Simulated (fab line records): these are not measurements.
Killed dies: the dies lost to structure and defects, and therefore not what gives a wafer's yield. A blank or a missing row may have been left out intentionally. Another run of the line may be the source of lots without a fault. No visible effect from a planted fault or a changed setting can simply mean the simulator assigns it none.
Comparing a struck lot with a sound one | flow n5Finfet | 14 steps out of a route of 1938
Sound: the wafers L310.1, L310.3, L310.6. Struck: wafer L314.2 (left out: L314.4, L314.5 of the same lot, which were not struck); the cause appears at the end.
At each step with rows: each side's tool, then ch and its chambers, then its first start. Under that, the readings that differ: sound wafers | struck wafers | difference of the means | sigmas: that difference in standard deviations of wafers without a fault.
alike: readings with means less than 2 such deviations apart, plus words and numbers identical on both sides. not compared: withheld readings, readings lacking a value on some wafer, bounds such as >300 that could conceal the same value, and numbers that have no deviation in the record and whose values overlap.
A row with sigmas, a row that says differs or no value, or rows on one side alone: a step with any of these is where the two part. Numbers that have no deviation but don't overlap get no sigmas and don't part them. A reading missing from all wafers of one side parts the sides only when that side holds two or more wafers.

first, 2 steps without rows for these wafers: N5_BEOL_M10_PRECLEAN_42 (cleans in residue remover, time 60 s); N5_BEOL_M10_SRD_43 (time 30 s).
N5_BEOL_M10_CD_MEAS_35: target cd 70 nm.
  struck on cdSem-03, day 13 10:20; sound on cdSem-03, day 12 18:41
reading   | sound          | struck | difference | sigmas
cdNm (nm) | 69.3 68.8 69.4 | 71.0   | +1.8       | +2
N5_BEOL_M10_CURE_72: cures SiCOH lowk, time 120 s.
  sound on uvCure-03 ch 1, day 12 18:44; struck on uvCure-02 ch 2, day 13 10:25
  alike: lampPowerPct, wafer_temp_C_max
then, 2 steps without rows for these wafers: N5_BEOL_M10_DEGAS_44 (time 60 s); N5_BEOL_M10_PRE_CLEAN_45 (time 30 s).
N5_BEOL_M10_ALD_74: deposits TaN, target thk 2 nm, pulse time 2 s, purge time 3 s.
  sound on aldMetal-01 ch 0,1, day 12 19:55; struck on aldMetal-03 ch 2, day 13 10:47
  alike: heaterPowerW
  not compared: sinceWetCleanH
N5_BEOL_M10_SURFACE_TREAT_76:
  struck on pvdSputter-03, day 13 11:09; sound on pvdSputter-01, day 12 20:13
  not compared: throttleValvePct
then, 1 step without rows for these wafers: N5_BEOL_M10_CVD_75 (deposits Co from CCTBA/H2, target thk 2 nm, time 138.9 s).
N5_BEOL_M10_SPUTTER_48: material Cu, target thk 12 nm, time 2 s.
  struck on pvdSputter-03, day 13 11:23; sound on pvdSputter-03, day 12 20:32
  alike: chuckSensorTempC, substrateTempC, throttleValvePct
then, 1 step without rows for these wafers: N5_BEOL_M10_ECD_50 (material Cu, target thk 318 nm).
N5_BEOL_M10_ANNEAL_51: time 90 s.
  sound on rtpAnneal-01 ch 0, day 12 20:55; struck on rtpAnneal-01 ch 0, day 13 11:40
  alike: wafer_temp_C_max
N5_BEOL_M10_CMP_52: polishes, stops on SiCOH lowk, t overpolish 7 s, target thk 140 nm.
  sound on cmp-03 ch 1,2, day 12 21:14; struck on cmp-03 ch 3, day 13 11:57
reading                   | sound          | struck | difference | sigmas
barrierFieldEndpointS (s) | 28.3 29.2 29.5 | 16.1   | -12.9      | -15
timeToEndpointS (s)       | 68 64 66       | 37     | -29        | -7
  alike: motorCurrentA, overpolishRunS
-- record jumps: 2 days separate the struck wafers' starts on either side; left off in module BEOL_M10, taken up again in module PASSIVATION, whose first shown step is the route's number 1936 --
N5_PASSIVATION_PROBE_49:
  rows exist in the record for the struck wafers here (prober-02, day 15 13:52), but not for the sound ones

WHERE THEY PART
Earliest at N5_BEOL_M10_CD_MEAS_35; latest, in this record, at N5_PASSIVATION_PROBE_49.

WHY: what the simulator had put in
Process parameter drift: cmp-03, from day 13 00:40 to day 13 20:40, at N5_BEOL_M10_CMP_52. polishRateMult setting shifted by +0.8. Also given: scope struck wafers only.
